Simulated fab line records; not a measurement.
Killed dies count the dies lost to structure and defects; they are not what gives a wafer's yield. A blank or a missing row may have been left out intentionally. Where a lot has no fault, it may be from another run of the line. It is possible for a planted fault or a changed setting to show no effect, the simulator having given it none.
The tool behind it: which one? | flow nand harc | 13 lots, 39 wafers sampled, at 5 steps of a route of 1159

## WHAT THE GAUGES SHOWED, per wafer
NHARC_END_SORT_01.
lot  | measured     | on        | killed at array | killed at other | killed at periphery | killed dies | killed open | killed short
L380 | day 22 07:05 | prober-02 | 674 672 675     | 0 2 0           | 3 3 2               | 677 677 677 | 3 3 1       | 0 1 1
L384 | day 22 14:53 | prober-02 | 672 670 675     | 0 0 0           | 5 7 2               | 677 677 677 | 3 2 2       | 1 2 1

## WHAT TOOL EACH LOT RAN ON (gives the tool, then ch and the chambers of the sampled wafers, and finally the start)
lot  | NHARC_A_STAIRCASE_ETCH_253         | NHARC_A_STAIRCASE_ETCH_294                    | NHARC_A_STAIRCASE_DEP_301       | NHARC_A_STAIRCASE_HM_OPEN_463
L374 | rie diel-12 ch 0,1,3, day 11 14:31 | rie diel-12 ch 1,2, day 11 23:19 or earlier   | pecvd-04 ch 0,2, day 11 23:19   | rie diel-06 ch 0,3, no start
L378 | rie diel-12 ch 1,2, day 12 12:42   | rie diel-12 ch 0,1,3, day 12 22:05 or earlier | pecvd-02 ch 1,2, day 12 22:05   | rie diel-08 ch 0,1, no start
L380 | rie diel-08 ch 0,1,2, day 13 09:46 | rie diel-12 ch 1,2, day 13 19:28 or earlier   | pecvd-04 ch 0,1,2, day 13 19:28 | rie diel-06 ch 1,2,3, day 22 07:05 or earlier
L384 | rie diel-12 ch 1,2,3, day 13 22:11 | rie diel-06 ch 1,2, day 14 06:08 or earlier   | pecvd-04 ch 0,1,2, day 14 06:08 | rie diel-08 ch 2,3, day 22 14:53 or earlier
L387 | rie diel-08 ch 1,2,3, day 14 19:35 | rie diel-08 ch 0,1,3, day 15 04:31 or earlier | pecvd-04 ch 0,1, day 15 04:31   | rie diel-12 ch 0,1,2, no start
L388 | rie diel-06 ch 0,1,2, day 15 02:19 | rie diel-06 ch 1,2, day 15 11:25 or earlier   | pecvd-04 ch 0,1,2, day 15 11:25 | rie diel-12 ch 0,2,3, no start
L389 | rie diel-08 ch 0,1,3, day 15 12:59 | rie diel-08 ch 0,1, day 15 23:59 or earlier   | pecvd-04 ch 0,2, day 15 23:59   | rie diel-08 ch 0,1, no start
L392 | rie diel-12 ch 0,1,2, day 15 17:47 | rie diel-12 ch 0,1,3, day 16 02:50 or earlier | pecvd-04 ch 0,1,2, day 16 02:50 | rie diel-12 ch 0,2,3, no start
L391 | rie diel-06 ch 0,2,3, day 15 18:43 | rie diel-12 ch 1,2, day 16 04:41 or earlier   | pecvd-01 ch 1,2, day 16 04:41   | rie diel-12 ch 0,1, no start
L393 | rie diel-12 ch 1,2,3, day 16 04:13 | rie diel-08 ch 1,2,3, day 16 13:46 or earlier | pecvd-02 ch 0,1, day 16 13:46   | rie diel-06 ch 1,2,3, no start
L394 | rie diel-06 ch 1,2, day 16 04:59   | rie diel-12 ch 1,2, day 16 14:40 or earlier   | pecvd-02 ch 0,1, day 16 14:40   | rie diel-08 ch 0,3, no start
L396 | rie diel-08 ch 1,2,3, day 16 20:44 | rie diel-08 ch 1,2,3, day 17 06:23 or earlier | pecvd-04 ch 0,1, day 17 06:23   | rie diel-08 ch 0,2,3, no start
L395 | rie diel-06 ch 2,3, day 17 05:57   | rie diel-12 ch 0,1,2, day 17 15:41 or earlier | pecvd-01 ch 0,2, day 17 15:41   | rie diel-06 ch 0,3, no start
- NHARC_A_STAIRCASE_ETCH_253: etches the open film in C4F8/O2, target depth 50 nm, time 20.2 s.
- NHARC_A_STAIRCASE_ETCH_294: etches the open film in C4F8/O2/Ar, target depth 4992 nm, time 1212.4 s.
- NHARC_A_STAIRCASE_DEP_301: deposits SiON, target thk 30 nm.
- NHARC_A_STAIRCASE_HM_OPEN_463: chemistry O2/COS.

## WHAT THE TOOLS THEMSELVES READ (means of the sampled wafers that have a number; where no wafer has one, the mark that the record gives instead)
NHARC_A_STAIRCASE_ETCH_253.
lot  | tool        | oes product au (a.u.) | rf vpp V (V)
L374 | rie diel-12 | 0.939                 | 897
L378 | rie diel-12 | 0.962                 | 898
L380 | rie diel-08 | 0.968                 | 894
L384 | rie diel-12 | 0.914                 | 896
L387 | rie diel-08 | 0.948                 | 895
L388 | rie diel-06 | 0.966                 | 897
L389 | rie diel-08 | 0.965                 | 895
L392 | rie diel-12 | 0.940                 | 897
L391 | rie diel-06 | 0.952                 | 898
L393 | rie diel-12 | 0.928                 | 896
L394 | rie diel-06 | 0.968                 | 898
L396 | rie diel-08 | 0.952                 | 894
L395 | rie diel-06 | 0.959                 | 900

NHARC_A_STAIRCASE_ETCH_294.
lot  | tool        | oes product au (a.u.) | rf vpp V (V)
L374 | rie diel-12 | 0.922                 | 1830
L378 | rie diel-12 | 0.934                 | 1828
L380 | rie diel-12 | 0.925                 | 1833
L384 | rie diel-06 | 0.935                 | 1833
L387 | rie diel-08 | 0.924                 | 1826
L388 | rie diel-06 | 0.927                 | 1834
L389 | rie diel-08 | 0.928                 | 1824
L392 | rie diel-12 | 0.917                 | 1826
L391 | rie diel-12 | 0.940                 | 1829
L393 | rie diel-08 | 0.935                 | 1822
L394 | rie diel-12 | 0.943                 | 1829
L396 | rie diel-08 | 0.922                 | 1823
L395 | rie diel-12 | 0.926                 | 1828

NHARC_A_STAIRCASE_DEP_301.
lot  | tool     | chamber pressure Torr (Torr) | heater power outer w (W) | heater power w (W)
L374 | pecvd-04 | 3.504                        | 467                      | 753
L378 | pecvd-02 | 3.498                        | 419                      | 733
L380 | pecvd-04 | -                            | -                        | -
L384 | pecvd-04 | -                            | -                        | -
L387 | pecvd-04 | 3.493                        | 507                      | 826
L388 | pecvd-04 | 3.502                        | 489                      | 803
L389 | pecvd-04 | 3.499                        | 514                      | 825
L392 | pecvd-04 | 3.503                        | 471                      | 765
L391 | pecvd-01 | 3.513                        | 395                      | 685
L393 | pecvd-02 | 3.495                        | 417                      | 717
L394 | pecvd-02 | 3.500                        | 434                      | 747
L396 | pecvd-04 | 3.504                        | 521                      | 857
L395 | pecvd-01 | 3.498                        | 410                      | 690

NHARC_A_STAIRCASE_HM_OPEN_463.
lot  | tool        | drypump motor current A (A) | mfc ar sccm (sccm) | oes product au (a.u.) | rf vpp V (V) | showerhead plenum p Torr (Torr) | throttle valve pct (%)
L374 | rie diel-06 | 5.5                         | 0.019              | 1.001                 | 468.1        | 3.13                            | 28.325
L378 | rie diel-08 | 6.3                         | 0.003              | 1.001                 | 469.1        | 3.18                            | 28.333
L380 | rie diel-06 | 6.1                         | 0.000              | 0.999                 | 469.6        | 3.22                            | 28.331
L384 | rie diel-08 | 5.6                         | 0.000              | 0.997                 | 464.3        | 2.97                            | 28.325
L387 | rie diel-12 | 5.8                         | 0.006              | 0.995                 | 468.4        | 3.14                            | 28.335
L388 | rie diel-12 | 5.3                         | 0.006              | 0.997                 | 467.2        | 3.08                            | 28.328
L389 | rie diel-08 | 6.3                         | 0.003              | 1.004                 | 467.8        | 3.17                            | 28.332
L392 | rie diel-12 | 5.4                         | 0.006              | 0.998                 | 466.4        | 3.07                            | 28.331
L391 | rie diel-12 | 5.9                         | 0.006              | 0.986                 | 468.1        | 3.18                            | 28.335
L393 | rie diel-06 | 6.0                         | 0.000              | 0.996                 | 468.6        | 3.21                            | 28.328
L394 | rie diel-08 | 5.4                         | 0.003              | 0.992                 | 464.9        | 3.03                            | 28.335
L396 | rie diel-08 | 5.6                         | 0.003              | 1.003                 | 464.1        | 2.99                            | 28.321
L395 | rie diel-06 | 5.8                         | 0.009              | 0.993                 | 468.1        | 3.17                            | 28.331

## THE ANSWER, worked out from the rows above alone
Rule: usual is defined by the lots themselves. The widest of any qualifying gaps counts: lots, ordered by their means at a reading, are off when they make up no more than a third of the lots, leave a main group of 4 or more, and stand apart from it by 3 or more times the standard deviation of that group's means. The tables above print the reading to a certain number of digits; a main group whose means all agree to those digits is not used. Also off: a lot with no number at a reading for which 4 or more lots have one. Any other lot the step has rows for is counted as sound. First the gauges in route order, then the tools' own readings, where a lot's mean is used as printed above. At the first step where some lot is off, the reading lying furthest off is the one used; lots without a number count as furthest.
Off: L380, L384 (NHARC_A_STAIRCASE_DEP_301, chamber pressure Torr). Without a number there: L380, L384. The main group: mean 3.501 Torr, standard deviation 0.0051.
A tool fits if, at that step or a process step before it, it ran every lot that is off, and no sound lot after the first of them. With no start given for some of its lots, NHARC_A_STAIRCASE_ETCH_294 uses the hours and lot order of NHARC_A_STAIRCASE_DEP_301. Not one of the candidates tried fits.

## WHAT THE SIMULATOR HAD PUT IN
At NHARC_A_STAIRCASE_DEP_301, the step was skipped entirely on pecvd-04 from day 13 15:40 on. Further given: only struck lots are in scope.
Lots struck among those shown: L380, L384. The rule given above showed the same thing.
